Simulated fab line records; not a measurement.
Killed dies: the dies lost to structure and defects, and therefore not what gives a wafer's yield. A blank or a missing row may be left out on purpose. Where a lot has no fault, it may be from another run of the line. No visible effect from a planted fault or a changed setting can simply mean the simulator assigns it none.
The tool behind it: which one?    flow n5-finfet    10 lots with 28 wafers sampled at 7 steps, on a route of 1938 steps

== WHAT EACH GAUGE READ, for each wafer ==
N5_BEOL_M3_INSPECT_59: inspects for defects (darkfield).
lot   measured      on                 raw-defect-count
L542  day 7 19:20   defect-inspect-02  67 69 87
L543  day 7 20:38   defect-inspect-01  50 48 56
L545  day 9 09:49   defect-inspect-01  100 50
L548  day 10 06:40  defect-inspect-01  49 46
L549  day 10 09:16  defect-inspect-01  55 69 48
L557  day 12 07:35  defect-inspect-02  72 683 94
L559  day 12 13:25  defect-inspect-02  70 57 73
L563  day 13 13:50  defect-inspect-02  62 57 46
L562  day 14 01:40  defect-inspect-02  95 70 67
L564  day 14 07:42  defect-inspect-01  136 74 66

N5_BEOL_M4_INSPECT_13: inspects for defects (brightfield).
lot   measured      on                 raw-defect-count
L542  day 7 21:16   defect-inspect-01  235 330 294
L543  day 7 22:08   defect-inspect-01  300 379 359
L545  day 9 10:41   defect-inspect-02  328 285
L548  day 10 09:17  defect-inspect-02  377 342
L549  day 10 09:59  defect-inspect-01  418 319 415
L557  day 12 08:37  defect-inspect-02  431 1145 455
L559  day 12 16:40  defect-inspect-02  309 309 474
L563  day 13 16:14  defect-inspect-02  434 447 299
L562  day 14 03:38  defect-inspect-01  528 482 472
L564  day 14 08:48  defect-inspect-02  580 441 615

N5_BEOL_M4_RC_MEAS_101.
lot   measured      on         DIBL_N (mV/V)   DIBL_P (mV/V)   IOFF_N (nA/um)     IOFF_P (nA/um)  ION_N (uA/um)  ION_P (uA/um)  SS_N (mV/dec)   SS_P (mV/dec)   VT_N (mV)    VT_P (mV)
L542  day 9 08:02   prober-02  36.5 36.4 35.1  36.9 36.1 35.6  0.170 0.159 0.143  0.23 0.22 0.22  681 664 675    467 457 469    72.2 72.2 72.0  73.9 73.9 73.2  246 251 252  -247 -246 -246
L543  day 9 11:49   prober-02  36.7 36.7 33.5  35.8 35.5 31.3  0.154 0.141 0.101  0.20 0.19 0.15  674 657 650    462 454 450    72.0 71.0 71.0  73.0 73.0 72.1  251 254 255  -253 -254 -256
L545  day 9 22:49   prober-01  36.7 35.8       37.3 35.5       0.176 0.165        0.21 0.19       670 667        452 456        71.8 71.8       73.2 73.5       251 247      -251 -254
L548  day 10 23:28  prober-02  36.8 34.7       37.0 35.1       0.170 0.134        0.20 0.18       665 667        449 457        71.2 71.4       73.4 73.4       247 253      -253 -252
L549  day 11 01:23  prober-01  33.4 34.5 36.9  30.6 33.8 35.4  0.099 0.123 0.152  0.15 0.19 0.20  645 671 662    449 467 460    70.3 70.3 72.2  71.7 72.5 73.3  256 252 249  -254 -251 -249
L557  day 12 20:21  prober-02  34.7 39.0 36.8  33.2 38.9 35.7  0.122 0.210 0.154  0.15 0.24 0.19  658 690 667    452 472 452    71.2 72.5 71.9  73.1 73.9 73.5  254 246 252  -257 -248 -252
L559  day 13 03:50  prober-02  36.2 37.3 34.6  34.5 34.6 32.2  0.148 0.146 0.120  0.18 0.17 0.16  684 674 660    464 447 449    71.2 71.6 70.6  72.7 72.7 72.4  248 254 253  -255 -255 -256
L563  day 14 03:56  prober-02  35.4 35.7 38.8  35.1 37.0 40.0  0.126 0.139 0.190  0.16 0.18 0.23  651 671 671    441 461 449    71.2 71.3 72.2  72.9 73.1 74.8  253 253 247  -254 -252 -251
L562  day 14 16:58  prober-02  35.5 36.1 35.4  33.7 34.1 33.8  0.136 0.144 0.135  0.21 0.21 0.20  674 661 664    473 459 459    70.9 71.4 71.3  72.8 73.5 73.4  254 251 251  -250 -246 -247
L564  day 15 06:46  prober-01  35.3 35.7 37.0  36.1 36.1 37.1  0.156 0.171 0.177  0.23 0.22 0.23  681 677 676    467 468 465    71.0 71.2 71.9  73.7 74.0 74.4  248 249 251  -249 -250 -250

== WHAT TOOL EACH LOT RAN ON (gives the tool, then ch and the chambers of the sampled wafers, and finally the start) ==
lot   N5_BEOL_M3_ANNEAL_93          N5_BEOL_M3_SPUTTER_94         N5_BEOL_M3_DEP_57                N5_BEOL_M4_HM_DEP_02
L542  pvd-sputter-03, day 7 17:53   pvd-sputter-03, day 7 18:01   pecvd-02 ch 0,2, day 7 19:14     pvd-sputter-02, day 7 20:40
L543  pvd-sputter-01, day 7 19:13   pvd-sputter-01, day 7 19:21   pecvd-02 ch 0,1,2, day 7 20:33   pvd-sputter-02, day 7 21:31
L545  pvd-sputter-03, day 9 08:22   pvd-sputter-03, day 9 08:31   pecvd-03 ch 0,2, day 9 09:43     pvd-sputter-01, day 9 10:10
L548  pvd-sputter-01, day 10 05:18  pvd-sputter-01, day 10 05:25  pecvd-03 ch 0,1, day 10 06:35    pvd-sputter-03, day 10 08:49
L549  pvd-sputter-01, day 10 07:50  pvd-sputter-01, day 10 07:58  pecvd-04 ch 0,1,2, day 10 09:10  pvd-sputter-01, day 10 09:30
L557  pvd-sputter-01, day 12 06:08  pvd-sputter-01, day 12 06:17  pecvd-02 ch 1,2, day 12 07:29    pvd-sputter-02, day 12 08:01
L559  pvd-sputter-01, day 12 11:59  pvd-sputter-01, day 12 12:07  pecvd-04 ch 0,1,2, day 12 13:19  pvd-sputter-03, day 12 16:11
L563  pvd-sputter-01, day 13 11:08  pvd-sputter-01, day 13 11:16  pecvd-03 ch 1,2, day 13 13:30    pvd-sputter-02, day 13 15:46
L562  pvd-sputter-03, day 14 00:14  pvd-sputter-03, day 14 00:22  pecvd-03 ch 1,2, day 14 01:34    pvd-sputter-01, day 14 03:01
L564  pvd-sputter-03, day 14 06:16  pvd-sputter-03, day 14 06:25  pecvd-04 ch 1,2, day 14 07:37    pvd-sputter-02, day 14 08:11
- N5_BEOL_M3_ANNEAL_93: time 240 s.
- N5_BEOL_M3_SPUTTER_94: material Cu, target thk 4.5 nm, time 8.29 s.
- N5_BEOL_M3_DEP_57: deposits SiCN from 3MS/NH3, target thk 8 nm, time 14 s.
- N5_BEOL_M4_HM_DEP_02: deposits TiN, target thk 20 nm.

== WHAT THE TOOLS THEMSELVES READ (means of the sampled wafers that have a number; where no wafer has one, the mark that the record gives instead) ==
N5_BEOL_M3_ANNEAL_93.
lot   tool            heater-power-w (W)
L542  pvd-sputter-03  782
L543  pvd-sputter-01  854
L545  pvd-sputter-03  778
L548  pvd-sputter-01  944
L549  pvd-sputter-01  965
L557  pvd-sputter-01  928
L559  pvd-sputter-01  837
L563  pvd-sputter-01  893
L562  pvd-sputter-03  832
L564  pvd-sputter-03  817

N5_BEOL_M3_SPUTTER_94.
lot   tool            throttle-valve-pct (%)
L542  pvd-sputter-03  30.3
L543  pvd-sputter-01  30.8
L545  pvd-sputter-03  30.8
L548  pvd-sputter-01  29.0
L549  pvd-sputter-01  29.1
L557  pvd-sputter-01  29.8
L559  pvd-sputter-01  31.1
L563  pvd-sputter-01  30.0
L562  pvd-sputter-03  29.7
L564  pvd-sputter-03  29.4

N5_BEOL_M3_DEP_57.
lot   tool      showerhead-plenum-p-Torr (Torr)  throttle-valve-pct (%)
L542  pecvd-02  3.666                            9.1
L543  pecvd-02  3.660                            9.0
L545  pecvd-03  3.670                            8.9
L548  pecvd-03  3.662                            9.7
L549  pecvd-04  3.672                            9.4
L557  pecvd-02  3.667                            8.8
L559  pecvd-04  3.672                            9.2
L563  pecvd-03  3.670                            9.1
L562  pecvd-03  3.670                            9.3
L564  pecvd-04  3.670                            9.2

N5_BEOL_M4_HM_DEP_02.
lot   tool            throttle-valve-pct (%)
L542  pvd-sputter-02  30.3
L543  pvd-sputter-02  30.8
L545  pvd-sputter-01  31.9
L548  pvd-sputter-03  30.2
L549  pvd-sputter-01  29.2
L557  pvd-sputter-02  30.4
L559  pvd-sputter-03  30.5
L563  pvd-sputter-02  30.2
L562  pvd-sputter-01  29.9
L564  pvd-sputter-02  30.5

== THE ANSWER, worked out from the rows above alone ==
Rule: what is usual is taken from the lots themselves. Put in order of their means at a reading, lots are off if they are a third of the lots or fewer, leave a main group of 4 or more, and stand apart from it by a gap of 3 or more times the standard deviation of the main group's means; of several such gaps the widest counts. Not used: any main group whose means are identical at the precision the tables above print for the reading. A lot without any number at a reading at which 4 lots or more have one is off too. The other lots that the step has rows for count as sound. The gauges are gone through in route order, then the tools' own readings, and for those a lot's mean is taken as printed above. The first step at which some lot is off is used, and at that step the reading that is off furthest; a lot without a number counts as furthest.
Off at N5_BEOL_M3_INSPECT_59 (raw-defect-count): L557. The main group has a mean of 66 with a standard deviation of 14.
If a tool, at a process step before that reading, ran all the lots that are off and no sound lot after the first of them, it fits. Gauges at N5_BEOL_M3_INSPECT_59: tried the same way as those tools. One fits: pecvd-02 at N5_BEOL_M3_DEP_57. A fault onset in the window from L543 (day 7 20:33, its last sound lot) to L557 (day 12 07:29, its first lot off) fits.

== WHAT THE SIMULATOR HAD PUT IN ==
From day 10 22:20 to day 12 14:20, pecvd-02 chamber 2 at N5_BEOL_M3_DEP_57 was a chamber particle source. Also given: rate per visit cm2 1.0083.
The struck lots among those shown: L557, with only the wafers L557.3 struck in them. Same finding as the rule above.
